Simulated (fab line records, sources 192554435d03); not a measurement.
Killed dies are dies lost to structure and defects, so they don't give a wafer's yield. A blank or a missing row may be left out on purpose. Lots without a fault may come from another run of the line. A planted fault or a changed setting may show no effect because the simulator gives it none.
A struck lot beside a sound one | flow n5_finfet | 26 steps out of a route of 1938
Sound: wafers L710.1, L710.2, L710.4. Struck: wafers L711.2, L711.3, L711.5. The cause comes at the end.
At each step with rows: each side's tool, then ch and its chambers, then its first start. Under that, the readings that differ: sound wafers | struck wafers | difference of the means | sigmas: that difference in standard deviations of wafers without a fault.
alike: readings whose means differ by less than 2 such deviations, and words and numbers that are the same on both sides. not compared: withheld readings, readings that some wafer has no value for, bounds like >300 that may hide the same value, and numbers for which the record gives no deviation and whose values overlap.
The two part at a step that has a row with sigmas, a row that says differs or no value, or rows on one side only. Numbers that don't overlap but have no deviation are shown without sigmas and don't part them. A reading that every wafer of one side lacks parts them only if that side has two wafers or more.

first, 3 steps without rows for these wafers: N5_BEOL_M10_ECD_50 (material Cu, target thk 318 nm); N5_BEOL_M10_ANNEAL_51 (time 90 s); N5_BEOL_M10_CMP_52 (polishes, stops on SiCOH lowk, t overpolish 7 s, target thk 140 nm).
N5_BEOL_M10_THK_MEAS_53: measures by xrf.
  sound on film_metro-01, day 11 00:28; struck on film_metro-02, day 11 21:23
  alike: M10_THK
then, 1 step without rows for these wafers: N5_BEOL_M10_PRE_CLEAN_55 (time 15 s).
N5_BEOL_M10_DEP_56: deposits SiCN from 3MS/NH3, target thk 15 nm, time 26.5 s.
  sound on pecvd-02 ch 0,1, day 11 00:32; struck on pecvd-01 ch 0,1, day 11 21:26
  alike: rf_fwd_power_W, showerhead_plenum_p_Torr, throttle_valve_pct
N5_BEOL_M10_RS_MEAS_57: measures by four-point-probe.
  sound on film_metro-02, day 11 00:37; struck on film_metro-01, day 11 21:31
  alike: M10_RS
N5_BEOL_M10_INSPECT_58: inspects for defects (darkfield).
  sound on defect_inspect-01, day 11 00:38; struck on defect_inspect-02, day 11 21:32
  alike: raw_defect_count
N5_BEOL_M11_ILD_DEP_00: deposits SiCOH lowk from DEMS/porogen, target thk 308.51 nm, time 58 s.
  sound on pecvd-04 ch 1,2, day 11 00:40; struck on pecvd-04 ch 0,2, day 11 21:35
  alike: heater_power_w, rf_fwd_power_W, showerhead_plenum_p_Torr, throttle_valve_pct
N5_BEOL_M11_CURE_71: cures SiCOH lowk, time 240 s.
  sound on uv_cure-02 ch 0, day 11 00:45; struck on uv_cure-01 ch 1, day 11 21:50
  alike: lamp_power_pct, wafer_temp_C_max
N5_BEOL_M11_THK_MEAS_01:
  sound on film_metro-01, day 11 01:16; struck on film_metro-02, day 11 22:17
  alike: M11_ILD_THK
N5_BEOL_M11_PECVD_70: deposits SiO2 from TEOS/O2, target thk 20 nm, time 22.7 s.
  sound on pecvd-03 ch 0,1,2, day 11 01:18; struck on pecvd-04 ch 0,2, day 11 22:19
  alike: heater_power_w, rf_fwd_power_W, showerhead_plenum_p_Torr, throttle_valve_pct
N5_BEOL_M11_HM_DEP_02: deposits TiN, target thk 20 nm.
  sound on pvd_sputter-01, day 11 05:19; struck on pvd_sputter-01, day 11 23:59
  alike: throttle_valve_pct
then, 8 steps without rows for these wafers: N5_BEOL_M11_COAT_59 (time 60 s, resist thk 100 nm); N5_BEOL_M11_COAT_60 (time 60 s, resist thk 30 nm); N5_BEOL_M11_COAT_05 (resist thk 90 nm); N5_BEOL_M11_EBR_07; N5_BEOL_M11_SOFTBAKE_06 (time 60 s); N5_BEOL_M11_EXPOSE_08 (exposes mask M11); N5_BEOL_M11_PEB_09 (peb time 60 s); N5_BEOL_M11_DEVELOP_10 (develop time 30 s).
N5_BEOL_M11_CD_MEAS_11: target cd 64.1 nm.
  sound on cd_sem-01 ch 0, day 11 05:48; struck on cd_sem-02 ch 0, day 12 00:30
  alike: cd_nm
N5_BEOL_M11_OVL_MEAS_12:
  sound on overlay-02 ch 0, day 11 05:52; struck on overlay-01 ch 0, day 12 00:32
  alike: M11_OVL
N5_BEOL_M11_INSPECT_13: inspects for defects (brightfield).
  sound on defect_inspect-01, day 11 05:53; struck on defect_inspect-02, day 12 00:34
  reading          | sound       | struck         | difference | sigmas
  raw_defect_count | 274 414 347 | 1449 1389 1470 | +1091      | +12
N5_BEOL_M11_DESCUM_16: chemistry O2, time 7.9 s.
  sound on rie_diel-02 ch 0,2,3, day 11 05:55; struck on rie_diel-01 ch 0,1,3, day 12 00:38
  alike: bias_power_w, drypump_motor_current_A, oes_product_au, rf_fwd_power_W, rf_vpp_V, showerhead_plenum_p_Torr, throttle_valve_pct
  not compared: rf_hours_counter_h
N5_PASSIVATION_PROBE_49:
  the record has rows for the struck wafers here (prober-02, day 13 22:30) and none for the sound ones

WHERE THEY PART
First at N5_BEOL_M11_INSPECT_13; last, within this record, at N5_PASSIVATION_PROBE_49.

WHY: what the simulator had put in
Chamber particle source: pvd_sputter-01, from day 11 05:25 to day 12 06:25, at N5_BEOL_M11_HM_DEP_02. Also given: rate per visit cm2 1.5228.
